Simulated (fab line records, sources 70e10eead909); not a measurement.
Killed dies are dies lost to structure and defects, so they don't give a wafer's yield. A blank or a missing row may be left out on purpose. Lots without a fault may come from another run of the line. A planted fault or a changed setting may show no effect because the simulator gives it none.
Chamber matching | flow nand_harc | NHARC_A_STAIRCASE_STRIP_476 on rie_diel-06: 4 sister chambers
The step strips in O2, time 20 s. 22 wafers are shown with their chamber, then 11 later ones without.

WAFERS WITH THEIR CHAMBER
wafer  | chamber | showerhead_plenum_p_Torr (Torr) | drypump_motor_current_A (A) | rf_vpp_V (V)
L075.2 | 2       | 3.40                            | 5.4                         | 56.1
L075.5 | 1       | 3.49                            | 5.3                         | 56.9
L075.6 | 0       | 3.76                            | 5.0                         | 58.8
L074.1 | 1       | 3.49                            | 5.3                         | 57.2
L074.4 | 2       | 3.40                            | 5.4                         | 55.5
L074.6 | 2       | 3.40                            | 5.4                         | 56.8
L078.3 | 3       | 3.58                            | 5.9                         | 58.6
L078.4 | 2       | 3.40                            | 5.4                         | 58.3
L078.6 | 1       | 3.48                            | 5.2                         | 57.0
L085.1 | 0       | 3.74                            | 5.0                         | 58.8
L085.2 | 2       | 3.39                            | 5.4                         | 57.5
L085.4 | 3       | 3.57                            | 6.0                         | 56.7
L086.1 | 2       | 3.39                            | 5.4                         | 57.1
L086.3 | 3       | 3.57                            | 6.0                         | 57.8
L086.4 | 1       | 3.47                            | 5.3                         | 57.9
L088.1 | 2       | 3.38                            | 5.4                         | 56.9
L088.2 | 1       | 3.47                            | 5.3                         | 57.4
L088.5 | 3       | 3.56                            | 5.9                         | 57.1
L089.1 | 1       | 3.47                            | 5.2                         | 56.9
L089.3 | 3       | 3.56                            | 5.9                         | 58.1
L089.6 | 1       | 3.47                            | 5.3                         | 58.3
L091.1 | 1       | 3.46                            | 5.3                         | 57.6

SIGNATURES (means of the wafers above)
reading                  | chamber 0 | chamber 1 | chamber 2 | chamber 3 | scatter within a chamber
showerhead_plenum_p_Torr | 3.7500    | 3.4750    | 3.3943    | 3.5680    | 0.00958
drypump_motor_current_A  | 5.000     | 5.275     | 5.400     | 5.940     | 0.0387
rf_vpp_V                 | 58.800    | 57.400    | 56.886    | 57.660    | 0.711
Rule: a wafer's distance from a chamber is the root of the sum, over the readings, of the square of ((its reading less the chamber's mean) divided by the reading's scatter). The wafer belongs to the nearest chamber; if the next one is less than 2 further off, it can't be placed. The scatter: the root of (the sum of the squares of (reading less its chamber's mean) over the shown wafers, divided by (wafers less chambers)).

WAFERS WITHOUT THEIR CHAMBER
wafer  | showerhead_plenum_p_Torr (Torr) | drypump_motor_current_A (A) | rf_vpp_V (V)
L091.2 | 3.73                            | 5.0                         | 58.0
L091.3 | 3.38                            | 5.4                         | 57.3
L094.1 | 3.46                            | 5.3                         | 56.4
L094.3 | 3.55                            | 6.0                         | 59.0
L094.4 | 3.73                            | 5.0                         | 59.0
L096.2 | 3.72                            | 5.0                         | 57.9
L096.3 | 3.46                            | 5.3                         | 58.3
L096.4 | 3.55                            | 6.0                         | 59.2
L097.1 | 3.46                            | 5.3                         | 58.8
L097.2 | 3.72                            | 5.0                         | 58.6
L097.5 | 3.46                            | 5.3                         | 57.3

WHICH CHAMBER EACH WENT THROUGH
wafer  | from the rows above | in truth
L091.2 | 0                   | 0
L091.3 | 2                   | 2
L094.1 | 1                   | 1
L094.3 | 3                   | 3
L094.4 | 0                   | 0
L096.2 | 0                   | 0
L096.3 | 1                   | 1
L096.4 | 3                   | 3
L097.1 | 1                   | 1
L097.2 | 0                   | 0
L097.5 | 1                   | 1
Placed correctly: 11 of 11. Can't be placed from these rows: 0. Placed wrongly: 0.
